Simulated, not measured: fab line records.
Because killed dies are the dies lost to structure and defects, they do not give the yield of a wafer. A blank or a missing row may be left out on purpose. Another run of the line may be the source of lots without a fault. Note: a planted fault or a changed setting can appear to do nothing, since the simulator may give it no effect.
Struck lot and sound lot, side by side | flow nandHarc | 14 steps out of a route of 1159
Sound: wafers L146.1, L146.4, L146.6. Struck: wafers L145.2, L145.3, L145.5. The cause comes at the end.
At each step with rows: each side's tool, then ch and its chambers, then its first start. Under that, the readings that differ: sound wafers | struck wafers | difference of the means | sigmas: that difference in standard deviations of wafers without a fault.
alike: words and numbers the same on both sides, and readings whose means are apart by under 2 such deviations; not compared: readings that were withheld, readings missing a value for some wafer, numbers with overlapping values and no deviation given by the record, and bounds like >300 which may hide the same value.
Wherever a step has rows on one side only, a row that says differs or no value, or a row with sigmas, the two part there. Numbers that don't overlap but have no deviation are shown without sigmas and don't part them. A reading that every wafer of one side lacks parts them only if that side has two wafers or more.

first, 3 steps without rows for these wafers: NHARC_A_STAIRCASE_STRIP_317 (strips in SPM, time 900 s); NHARC_A_STAIRCASE_PRECLEAN_318 (cleans in SC1); NHARC_A_STAIRCASE_SRD_329.
NHARC_A_STAIRCASE_ALD_415: deposits SiO2, target thk 30 nm, pulse time 6 s, ald cycles 300.
  sound on aldHk-03 ch 0,2,3, day 14 02:38; struck on aldHk-03 ch 1,2,3, day 13 15:47
  alike: heaterPowerW, precursorPulseHeightRel
NHARC_A_STAIRCASE_ETCHBACK_416: etches the open film in C4F8/O2/Ar, target depth 36 nm, time 7.2 s.
  sound on rieDiel-06 ch 0,1; struck on rieDiel-02 ch 0,1,3
  alike: oesProductAu, rfVppV
  not compared: rfHoursCounterH
NHARC_A_STAIRCASE_STRIP_476: strips in O2, time 20 s.
  sound on rieDiel-06 ch 0,1,3, day 14 05:16; struck on rieDiel-02 ch 1,2, day 13 17:58
  alike: drypumpMotorCurrentA, oesProductAu, rfVppV, showerheadPlenumPTorr, throttleValvePct
  not compared: rfHoursCounterH
NHARC_A_STAIRCASE_DEP_417: deposits Si3N4, target thk 60 nm.
  sound on pecvd-04 ch 0,1,2, day 14 05:26; struck on pecvd-03 ch 0,2, day 13 18:23
  alike: heaterPowerW
then, 4 steps without rows for these wafers: NHARC_A_STAIRCASE_WET_418 (chemistry H3PO4, target depth 20 nm); NHARC_A_STAIRCASE_PRECLEAN_419 (cleans in SC1); NHARC_A_STAIRCASE_SRD_421; NHARC_A_STAIRCASE_ALD_420 (deposits SiO2, target thk 20 nm, pulse time 6 s, ald cycles 200).
NHARC_A_STAIRCASE_CVD_552: deposits SiNx, target thk 40 nm.
  sound on lpcvd-02 ch 0, day 14 13:52; struck on lpcvd-02 ch 1, day 14 06:41
reading               | sound          | struck         | difference | sigmas
zonePowerUpperPct (%) | 12.3 12.3 12.6 | 10.7 10.6 10.6 | -1.8       | -2
  alike: spikeTcLowerC
NHARC_A_STAIRCASE_DEP_151: deposits SiO2, target thk 3800 nm.
  sound on pecvd-04 ch 0,1, day 14 17:27; struck on pecvd-01 ch 1,2, day 14 10:48
  alike: heaterPowerW
-- break in the record here, with 7 days between the starts of the struck wafers on either side (left off in module A_STAIRCASE, picked up again in module END, where the first step shown is number 1159 on the route) --
NHARC_END_SORT_01:
  here the record holds rows for the struck wafers (prober-01 ch 0, day 21 02:09) but none for the sound ones

## WHERE THEY PART
Last at NHARC_END_SORT_01 as far as this record goes, first at NHARC_A_STAIRCASE_CVD_552.

WHY: what the simulator had put in
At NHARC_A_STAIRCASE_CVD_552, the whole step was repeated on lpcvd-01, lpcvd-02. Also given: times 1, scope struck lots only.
